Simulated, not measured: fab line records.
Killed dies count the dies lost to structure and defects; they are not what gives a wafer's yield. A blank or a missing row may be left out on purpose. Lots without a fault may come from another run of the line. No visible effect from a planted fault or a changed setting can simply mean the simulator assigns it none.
Which of the tools did it?	flow n5-finfet	72 wafers from 24 lots sampled at 4 of the route's 1938 steps

== WHAT THE GAUGES READ, wafer by wafer ==
N5_BEOL_M12_CD_MEAS_17: the cd target is 140 nm. Usual: cd-nm at 141.0 nm, with a standard deviation of 2.6.
lot	measured	on	cd-nm (nm)	flag
L074	day 10 02:56	cd-sem-03	136.4 142.6 145.8	
L075	day 10 14:33	cd-sem-01	144.4 145.0 141.7	
L077	day 10 20:50	cd-sem-02	141.6 137.6 141.7	
L078	day 11 01:14	cd-sem-03	139.3 140.4 142.8	
L076	day 11 02:53	cd-sem-02	139.2 135.1 143.2	
L080	day 11 10:32	cd-sem-01	140.6 142.8 136.5	
L079	day 11 19:58	cd-sem-02	145.8 140.3 138.1	
L082	day 12 12:14	cd-sem-02	144.4 140.3 139.5	
L081	day 12 13:21	cd-sem-02	135.3 142.4 141.7	
L083	day 12 18:32	cd-sem-03	141.1 144.5 141.8	
L084	day 12 21:25	cd-sem-03	143.5 140.8 141.7	
L086	day 13 03:38	cd-sem-03	140.6 137.5 140.1	
L085	day 13 04:22	cd-sem-01	141.1 144.0 142.2	
L087	day 13 18:08	cd-sem-01	143.1 143.7 140.2	
L089	day 13 20:53	cd-sem-01	141.3 142.3 142.8	
L088	day 14 06:20	cd-sem-01	143.0 143.6 144.0	
L091	day 14 15:11	cd-sem-03	140.8 142.5 138.1	
L090	day 14 16:41	cd-sem-01	142.1 138.3 138.8	
L092	day 15 06:52	cd-sem-03	140.2 142.3 139.9	
L093	day 15 09:46	cd-sem-02	141.2 138.2 141.5	
L094	day 15 11:48	cd-sem-01	145.6 142.2 138.8	
L095	day 16 03:34	cd-sem-03	145.3 147.5 143.4	
L097	day 16 04:40	cd-sem-03	138.4 142.9 144.6	
L096	day 16 10:03	cd-sem-02	141.7 139.3 140.0	

N5_BEOL_M13_OVL_MEAS_11. Usual: V12_OVL 3 nm, standard deviation 5.7.
lot	measured	on	V12_OVL (nm)	flag
L074	day 10 08:52	overlay-02	6 5 8	
L075	day 10 19:35	overlay-02	17 12 12	
L077	day 11 02:25	overlay-02	2 9 5	
L078	day 11 09:24	overlay-01	15 12 14	
L076	day 11 09:40	overlay-02	2 1 -5	
L080	day 11 17:28	overlay-01	0 2 9	
L079	day 12 00:55	overlay-01	3 5 -3	
L082	day 12 17:36	overlay-02	-7 -7 -8	
L081	day 12 17:43	overlay-02	-1 -1 0	
L083	day 12 23:21	overlay-01	9 1 1	
L084	day 13 01:40	overlay-01	5 3 7	
L086	day 13 07:55	overlay-01	7 5 3	
L085	day 13 10:23	overlay-01	-9 -5 -7	
L087	day 13 21:58	overlay-02	1 5 6	
L089	day 14 01:18	overlay-01	18 7 15	
L088	day 14 12:53	overlay-01	3 -2 3	
L091	day 14 21:27	overlay-01	-2 8 3	
L090	day 14 23:23	overlay-02	-2 0 4	
L092	day 15 10:28	overlay-01	1 -3 4	
L093	day 15 17:19	overlay-01	2 -2 -2	
L094	day 15 16:46	overlay-02	13 5 10	
L095	day 16 09:01	overlay-01	-2 -2 6	
L097	day 16 09:23	overlay-01	4 12 4	
L096	day 16 13:52	overlay-01	0 4 5	

== WHAT TOOL EACH LOT RAN ON (gives the tool, then ch and the chambers of the sampled wafers, and finally the start) ==
lot	N5_BEOL_M12_STRIP_64	N5_BEOL_M12_ETCH_38
L074	plasma-asher-02 ch 0,1, day 10 02:49	rie-diel-01 ch 0,3, day 10 06:26
L075	plasma-asher-01 ch 0,1, day 10 14:23	rie-diel-01 ch 0,1,2, day 10 17:19
L077	plasma-asher-01 ch 0,1, day 10 20:41	rie-diel-04 ch 1,2, day 10 23:38
L078	plasma-asher-01 ch 0,1, day 11 01:05	rie-diel-01 ch 1,2,3, day 11 07:02
L076	plasma-asher-02 ch 0,1, day 11 02:44	rie-diel-05 ch 0,3, day 11 07:31
L080	plasma-asher-01 ch 0,1, day 11 10:23	rie-diel-01 ch 0,1, day 11 15:03
L079	plasma-asher-01 ch 0,1, day 11 19:49	rie-diel-04 ch 1,2,3, day 11 22:25
L082	plasma-asher-02 ch 0,1, day 12 12:05	rie-diel-04 ch 1,2, day 12 15:10
L081	plasma-asher-01 ch 0, day 12 13:12	rie-diel-04 ch 1,2,3, day 12 15:26
L083	plasma-asher-01 ch 0,1, day 12 18:25	rie-diel-04 ch 0,3, day 12 21:00
L084	plasma-asher-01 ch 0,1, day 12 21:16	rie-diel-01 ch 1,3, day 12 23:29
L086	plasma-asher-02 ch 0,1, day 13 03:28	rie-diel-05 ch 0,1,3, day 13 05:21
L085	plasma-asher-02 ch 0,1, day 13 04:13	rie-diel-01 ch 0,2, day 13 08:17
L087	plasma-asher-02 ch 0,1, day 13 17:59	rie-diel-01 ch 0,1,3, day 13 19:26
L089	plasma-asher-02 ch 0,1, day 13 20:44	rie-diel-04 ch 1,2, day 13 22:32
L088	plasma-asher-01 ch 0,1, day 14 06:11	rie-diel-04 ch 0,1,3, day 14 09:53
L091	plasma-asher-01 ch 0,1, day 14 15:03	rie-diel-01 ch 0,2,3, day 14 18:51
L090	plasma-asher-01 ch 0,1, day 14 16:32	rie-diel-01 ch 0,3, day 14 20:00
L092	plasma-asher-01 ch 1, day 15 06:43	rie-diel-05 ch 0,3, day 15 08:10
L093	plasma-asher-02 ch 0,1, day 15 09:38	rie-diel-05 ch 0,1,2, day 15 14:19
L094	plasma-asher-02 ch 0,1, day 15 11:39	rie-diel-01 ch 0,2, day 15 14:04
L095	plasma-asher-02 ch 0,1, day 16 03:26	rie-diel-01 ch 1,3, day 16 06:24
L097	plasma-asher-02 ch 0,1, day 16 04:31	rie-diel-04 ch 1,2,3, day 16 07:05
L096	plasma-asher-01 ch 0,1, day 16 09:55	rie-diel-01 ch 0,1, day 16 11:21
- N5_BEOL_M12_STRIP_64: strips in N2/H2.
- N5_BEOL_M12_ETCH_38: etches SiCN in CF4/N2, target depth 68.7 nm, time 73.4 s.

== WHAT THE TOOLS THEMSELVES READ (means of the sampled wafers that have a number; where no wafer has one, the mark that the record gives instead) ==
N5_BEOL_M12_STRIP_64. Usual: drypump-motor-current-A 5.4 A, standard deviation 0.4; heater-power-w 314 W, standard deviation 11; oes-product-au 0.715 a.u., standard deviation 0.0045; strip-time-to-endpoint-s 31.38 s, standard deviation 0.077.
lot	tool	drypump-motor-current-A (A)	heater-power-w (W)	oes-product-au (a.u.)	strip-time-to-endpoint-s (s)	flag
L074	plasma-asher-02	5.6	323	0.714	31.36	
L075	plasma-asher-01	5.5	313	0.714	31.33	
L077	plasma-asher-01	5.2	305	0.712	31.45	
L078	plasma-asher-01	5.5	306	0.719	31.43	
L076	plasma-asher-02	5.5	316	0.718	31.40	
L080	plasma-asher-01	5.2	308	0.715	31.39	
L079	plasma-asher-01	5.5	305	0.715	31.48	
L082	plasma-asher-02	5.6	320	0.711	31.30	
L081	plasma-asher-01	5.8	308	0.716	31.34	
L083	plasma-asher-01	5.2	309	0.713	31.50	
L084	plasma-asher-01	5.2	305	0.716	31.27	
L086	plasma-asher-02	5.3	324	0.716	31.35	
L085	plasma-asher-02	5.5	317	0.721	31.37	
L087	plasma-asher-02	5.3	325	0.719	31.39	
L089	plasma-asher-02	5.3	327	0.718	31.32	
L088	plasma-asher-01	5.2	308	0.713	31.27	
L091	plasma-asher-01	5.2	305	0.713	31.31	
L090	plasma-asher-01	5.5	308	0.715	31.46	
L092	plasma-asher-01	4.9	302	0.712	31.56	
L093	plasma-asher-02	5.6	317	0.714	31.34	
L094	plasma-asher-02	5.6	320	0.720	31.37	
L095	plasma-asher-02	5.3	325	0.716	31.43	
L097	plasma-asher-02	5.5	323	0.712	31.45	
L096	plasma-asher-01	5.2	304	0.720	31.32	

N5_BEOL_M12_ETCH_38. Usual: drypump-motor-current-A 5.3 A, standard deviation 0.57; oes-product-au 0.82 a.u., standard deviation 0.093; rf-vpp-V 381.8 V, standard deviation 2; showerhead-plenum-p-Torr 2.19 Torr, standard deviation 0.071; throttle-valve-pct 15.31 %, standard deviation 0.25.
lot	tool	drypump-motor-current-A (A)	oes-product-au (a.u.)	rf-vpp-V (V)	showerhead-plenum-p-Torr (Torr)	throttle-valve-pct (%)	flag
L074	rie-diel-01	4.9	0.91	381.2	2.17	15.16	
L075	rie-diel-01	5.3	0.84	382.3	2.20	15.35	
L077	rie-diel-04	5.3	0.82	384.1	2.25	15.15	
L078	rie-diel-01	5.3	0.85	382.3	2.19	15.25	
L076	rie-diel-05	5.2	0.77	381.1	2.12	15.41	
L080	rie-diel-01	4.8	0.76	382.5	2.24	15.52	
L079	rie-diel-04	5.2	0.74	383.6	2.23	15.43	
L082	rie-diel-04	5.3	0.80	382.7	2.25	15.18	
L081	rie-diel-04	5.2	0.74	383.9	2.23	15.43	
L083	rie-diel-04	5.1	0.75	382.7	2.24	15.74	
L084	rie-diel-01	4.8	0.83	381.6	2.19	15.20	
L086	rie-diel-05	5.7	0.75	380.3	2.12	15.43	
L085	rie-diel-01	5.8	0.86	381.4	2.15	15.24	
L087	rie-diel-01	4.8	0.80	381.5	2.19	15.33	
L089	rie-diel-04	5.3	0.73	381.8	2.16	15.30	
L088	rie-diel-04	5.2	0.89	382.6	2.25	15.35	
L091	rie-diel-01	5.4	0.85	381.5	2.15	15.20	
L090	rie-diel-01	4.9	0.84	380.9	2.15	15.24	
L092	rie-diel-05	5.6	0.78	380.0	2.12	15.30	
L093	rie-diel-05	5.8	0.77	380.3	2.16	15.30	
L094	rie-diel-01	5.4	0.83	381.2	2.15	15.32	
L095	rie-diel-01	4.8	0.88	381.6	2.18	15.07	
L097	rie-diel-04	5.2	0.89	385.2	2.31	15.14	
L096	rie-diel-01	4.8	0.87	381.5	2.18	15.32	

== THE ANSWER, worked out from the rows above alone ==
Rule: take the mean of a lot's wafers that have a number; if it is more than 3 standard deviations from the usual mean, the lot is off. A lot without any number at a reading at which 4 lots or more have one is off too. Where the step has rows for the other lots, those lots are counted as sound. Order of review: gauges by route order, followed by the tools' own readings, for which a lot's mean as printed above is used. At the first step where some lot is off, the reading lying furthest off is the one used; lots without a number count as furthest.
No lot is off at any reading shown: from this, nothing can be told.

== WHAT HAD BEEN PUT IN BY THE SIMULATOR ==
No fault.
